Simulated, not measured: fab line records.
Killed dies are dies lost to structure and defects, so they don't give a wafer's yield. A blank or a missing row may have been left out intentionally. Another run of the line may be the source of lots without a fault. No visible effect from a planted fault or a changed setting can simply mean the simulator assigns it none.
The tool behind it: which one? -- flow nand-harc -- 12 lots with 36 wafers sampled at 6 steps, on a route of 1159 steps

## WHAT EACH GAUGE READ, for each wafer
NHARC_A_M1_CD_MEAS_09: the cd target is 120 nm.
lot,measured,on,cd-nm (nm)
L810,day 18 22:58,cd-sem-03,120.5 120.7 120.5
L809,day 19 00:53,cd-sem-01,119.5 119.8 120.2
L813,day 19 01:02,cd-sem-03,119.0 119.6 119.7
L812,day 19 01:11,cd-sem-02,119.7 119.8 120.4
L822,day 21 11:35,cd-sem-02,120.1 120.2 120.1
L820,day 22 12:01,cd-sem-03,120.6 120.8 120.4
L824,day 22 13:25,cd-sem-01,119.8 119.5 119.9
L828,day 22 15:13,cd-sem-01,120.3 120.4 120.6
L827,day 22 15:30,cd-sem-02,120.6 120.1 120.0
L829,day 22 21:08,cd-sem-01,120.3 119.5 120.1
L832,day 23 02:16,cd-sem-03,119.7 120.0 119.8
L831,day 23 09:53,cd-sem-01,120.0 120.5 120.9

NHARC_A_M1_THK_MEAS_24: measures by xrf.
lot,measured,on,thk-nm (nm)
L810,day 19 01:41,film-metro-01,154.7 156.1 157.1
L809,day 19 03:45,film-metro-02,154.0 154.4 151.8
L813,day 19 03:57,film-metro-01,156.1 156.4 155.0
L812,day 19 04:04,film-metro-02,156.3 154.1 156.4
L822,day 21 14:11,film-metro-01,149.3 145.8 147.7
L820,day 22 14:37,film-metro-01,147.1 148.0 144.5
L824,day 22 16:09,film-metro-02,155.7 154.5 154.2
L828,day 22 17:58,film-metro-01,153.8 153.8 155.5
L827,day 22 18:41,film-metro-02,154.8 156.1 154.2
L829,day 22 23:47,film-metro-02,153.6 151.8 152.0
L832,day 23 04:55,film-metro-02,154.5 155.8 156.4
L831,day 23 12:32,film-metro-02,153.7 154.6 154.3

NHARC_END_SORT_01.
lot,measured,on,defect-limited-yield (%),killed-at-array,killed-at-other,killed-at-periphery,killed-dies,killed-open,killed-short,sort_bin_2_pct (%),sort_bin_3_pct (%),sort_bin_4_pct (%),sort-n-pass,sort-rim-yield-pct (%),sort-yield-pct (%)
L810,day 20 10:29,prober-02,96.9 95.7 96.3,16 26 21,1 2 0,4 1 4,21 29 25,2 5 4,1 2 5,1.0 1.0 1.0,0 0.15 0.15,2.1 3.1 2.5,656 648 652,94.3 97.2 94.3,96.9 95.7 96.3
L809,day 21 01:56,prober-01,97.5 97.6 98.1,14 14 9,1 0 1,2 2 3,17 16 13,2 4 1,2 2 3,0.4 0.6 0.7,0 0 0.15,2.1 1.8 1.0,660 661 664,97.2 94.3 96.2,97.5 97.6 98.1
L813,day 21 12:07,prober-01,95.7 96.8 96.2,24 20 21,1 0 0,4 2 5,29 22 26,2 2 2,4 1 2,0.7 0.9 1.0,0.30 0 0,3.2 2.4 2.8,648 655 651,94.3 99.1 96.2,95.7 96.8 96.2
L812,day 20 18:26,prober-02,93.6 94.8 94.8,34 32 30,4 2 2,5 1 3,43 35 35,3 2 1,2 1 1,2.5 1.3 1.6,0 0.15 0.44,3.8 3.7 3.1,634 642 642,99.1 100.0 94.3,93.6 94.8 94.8
L822,day 23 04:33,prober-02,97.2 97.6 97.6,8 12 9,1 0 0,10 4 7,19 16 16,2 3 3,1 2 0,1.3 0.4 0.7,0 0.30 0,1.5 1.6 1.6,658 661 661,99.1 98.1 95.3,97.2 97.6 97.6
L820,day 24 00:34,prober-02,93.1 94.2 95.1,45 35 30,0 0 0,2 4 3,47 39 33,5 5 5,7 5 2,1.9 1.9 1.6,0.44 0.59 0.15,4.6 3.2 3.1,630 638 644,99.1 97.2 97.2,93.1 94.2 95.1
L824,day 24 15:25,prober-02,97.6 96.9 98.2,15 17 10,0 1 0,1 3 2,16 21 12,1 6 2,2 2 1,0.6 1.0 0.7,0 0 0,1.8 2.1 1.0,661 656 665,93.4 98.1 99.1,97.6 96.9 98.2
L828,day 24 07:34,prober-02,95.7 96.3 95.9,26 23 26,0 2 0,3 0 2,29 25 28,4 1 2,1 3 3,1.0 0.7 1.2,0.15 0.30 0.30,3.1 2.7 2.7,648 652 649,94.3 93.4 98.1,95.7 96.3 95.9
L827,day 24 16:15,prober-01,95.1 95.3 95.1,27 28 28,0 0 0,6 4 5,33 32 33,2 1 2,4 4 1,1.3 1.5 1.8,0.30 0.15 0,3.2 3.1 3.1,644 645 644,100.0 99.1 96.2,95.1 95.3 95.1
L829,day 24 23:17,prober-01,95.0 94.7 95.3,24 32 27,3 1 1,7 3 4,34 36 32,0 1 5,0 0 0,1.8 0.7 2.1,0.30 0.74 0,3.0 3.8 2.7,643 641 645,99.1 94.3 96.2,95.0 94.7 95.3
L832,day 25 00:52,prober-02,96.0 94.7 96.5,23 34 22,1 1 1,3 1 1,27 36 24,3 5 3,2 2 0,0.9 2.2 1.0,0.30 0.30 0,2.8 2.8 2.5,650 641 653,98.1 97.2 100.0,96.0 94.7 96.5
L831,day 25 07:52,prober-02,93.2 93.9 95.1,43 39 28,1 1 1,2 1 4,46 41 33,8 2 4,4 2 2,3.1 1.9 1.5,0.15 0.30 0.30,3.5 3.8 3.1,631 636 644,91.5 97.2 90.6,93.2 93.9 95.1

## WHAT TOOL EACH LOT RAN ON (gives the tool, then ch and the chambers of the sampled wafers, and finally the start)
lot,NHARC_A_M1_PRE_CLEAN_30,NHARC_A_M1_CMP_23,NHARC_A_M1_PRE_CLEAN_32
L810,"pvd-sputter-02, day 19 01:22 or earlier","cmp-02 ch 0,1,2, day 19 01:22","pecvd-02 ch 0,1,2, day 19 01:54"
L809,"pvd-sputter-01, day 19 03:28 or earlier","cmp-02 ch 0,2,3, day 19 03:28","pecvd-03 ch 0,2, day 19 03:59"
L813,"pvd-sputter-03, day 19 03:43 or earlier","cmp-04 ch 1,2,3, day 19 03:43","pecvd-03 ch 0,1,2, day 19 04:21"
L812,"pvd-sputter-02, day 19 03:47 or earlier","cmp-02 ch 0,1, day 19 03:47","pecvd-02 ch 0,1,2, day 19 04:28"
L822,"pvd-sputter-03, day 21 13:54 or earlier","cmp-02 ch 0,1,3, day 21 13:54","pecvd-01 ch 0,2, day 21 14:25"
L820,"pvd-sputter-02, day 22 14:18 or earlier","cmp-02 ch 0,3, day 22 14:18","pecvd-01 ch 0,1, day 22 14:52"
L824,"pvd-sputter-02, day 22 15:52 or earlier","cmp-03 ch 1,2,3, day 22 15:52","pecvd-01 ch 0,1,2, day 22 17:10"
L828,"pvd-sputter-03, day 22 17:40 or earlier","cmp-03 ch 0,1,3, day 22 17:40","pecvd-03 ch 0,1,2, day 22 18:11"
L827,"pvd-sputter-02, day 22 18:23 or earlier","cmp-04 ch 1,2,3, day 22 18:23","pecvd-01 ch 0,2, day 22 18:54"
L829,"pvd-sputter-01, day 22 23:31 or earlier","cmp-04 ch 0,1,3, day 22 23:31","pecvd-01 ch 0,1,2, day 23 00:04"
L832,"pvd-sputter-01, day 23 04:36 or earlier","cmp-03 ch 1,2, day 23 04:36","pecvd-03 ch 0,2, day 23 05:10"
L831,"pvd-sputter-03, day 23 12:14 or earlier","cmp-03 ch 0,3, day 23 12:14","pecvd-01 ch 1,2, day 23 12:47"
- NHARC_A_M1_PRE_CLEAN_30: time 30 s.
- NHARC_A_M1_CMP_23: polishes, t overpolish 20 s, target thk 154.34 nm.
- NHARC_A_M1_PRE_CLEAN_32: time 12 s.

## WHAT THE TOOLS THEMSELVES READ (means of the sampled wafers that have a number; where no wafer has one, the mark that the record gives instead)
NHARC_A_M1_PRE_CLEAN_30.
lot,tool,heater-power-w (W)
L810,pvd-sputter-02,407
L809,pvd-sputter-01,396
L813,pvd-sputter-03,371
L812,pvd-sputter-02,414
L822,pvd-sputter-03,376
L820,pvd-sputter-02,378
L824,pvd-sputter-02,394
L828,pvd-sputter-03,379
L827,pvd-sputter-02,423
L829,pvd-sputter-01,422
L832,pvd-sputter-01,367
L831,pvd-sputter-03,381

NHARC_A_M1_CMP_23.
lot,tool,motor-current-A (A),time-to-endpoint-s (s)
L810,cmp-02,11.8,33.3
L809,cmp-02,12.2,31.0
L813,cmp-04,12.5,29.4
L812,cmp-02,11.9,28.6
L822,cmp-02,11.7,15.8
L820,cmp-02,11.9,14.9
L824,cmp-03,12.6,26.5
L828,cmp-03,13.2,32.5
L827,cmp-04,12.4,27.6
L829,cmp-04,11.2,28.0
L832,cmp-03,12.7,32.3
L831,cmp-03,13.1,29.1

NHARC_A_M1_PRE_CLEAN_32.
lot,tool,heater-power-w (W),rf-fwd-power-W (W)
L810,pecvd-02,622,293.0
L809,pecvd-03,771,292.7
L813,pecvd-03,693,292.7
L812,pecvd-02,591,293.1
L822,pecvd-01,707,292.5
L820,pecvd-01,633,292.9
L824,pecvd-01,632,293.0
L828,pecvd-03,704,292.5
L827,pecvd-01,666,292.4
L829,pecvd-01,669,292.2
L832,pecvd-03,695,293.7
L831,pecvd-01,711,293.6

## THE ANSWER, worked out from the rows above alone
Rule: the usual values come from the lots themselves. The widest of any qualifying gaps counts: lots, ordered by their means at a reading, are off when they make up no more than a third of the lots, leave a main group of 4 or more, and stand apart from it by 3 or more times the standard deviation of that group's means. If all means in a main group match to the digits the tables above print for the reading, that group is not used. A lot without any number at a reading at which 4 lots or more have one is off too. The other lots that the step has rows for count as sound. Order of review: gauges by route order, followed by the tools' own readings, for which a lot's mean as printed above is used. The first step at which some lot is off is used, and at that step the reading that is off furthest; a lot without a number counts as furthest.
Off, at NHARC_A_M1_THK_MEAS_24 on thk-nm: L822, L820. Mean 154.7 nm and standard deviation 1.1 in the main group.
A tool fits if, at a process step before that reading, it ran every lot that is off, and no sound lot after the first of them. The gauges at NHARC_A_M1_THK_MEAS_24 aren't tried: what is off there is off at NHARC_A_M1_CMP_23 too, on other tools, and a gauge's error can't cause that. NHARC_A_M1_PRE_CLEAN_30 gives no start for some lots, so the hours and the order of its lots are those of NHARC_A_M1_CMP_23. One fits: cmp-02 at NHARC_A_M1_CMP_23. Its last sound lot is L812 (day 19 03:47), its first lot that is off L822 (day 21 13:54): a fault that began between those two fits.
On the lots that are off, the tool's own readings at NHARC_A_M1_CMP_23 differ by more than 5 times the standard deviation of the sound lots' means, which bears it out; time-to-endpoint-s reads 15.4 s there versus 29.8 s on the sound lots.

## WHAT THE SIMULATOR PUT IN
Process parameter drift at NHARC_A_M1_CMP_23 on cmp-02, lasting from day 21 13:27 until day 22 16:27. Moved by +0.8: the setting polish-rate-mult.
Struck lots among those shown: L822, L820. This agrees with what the rule above found.
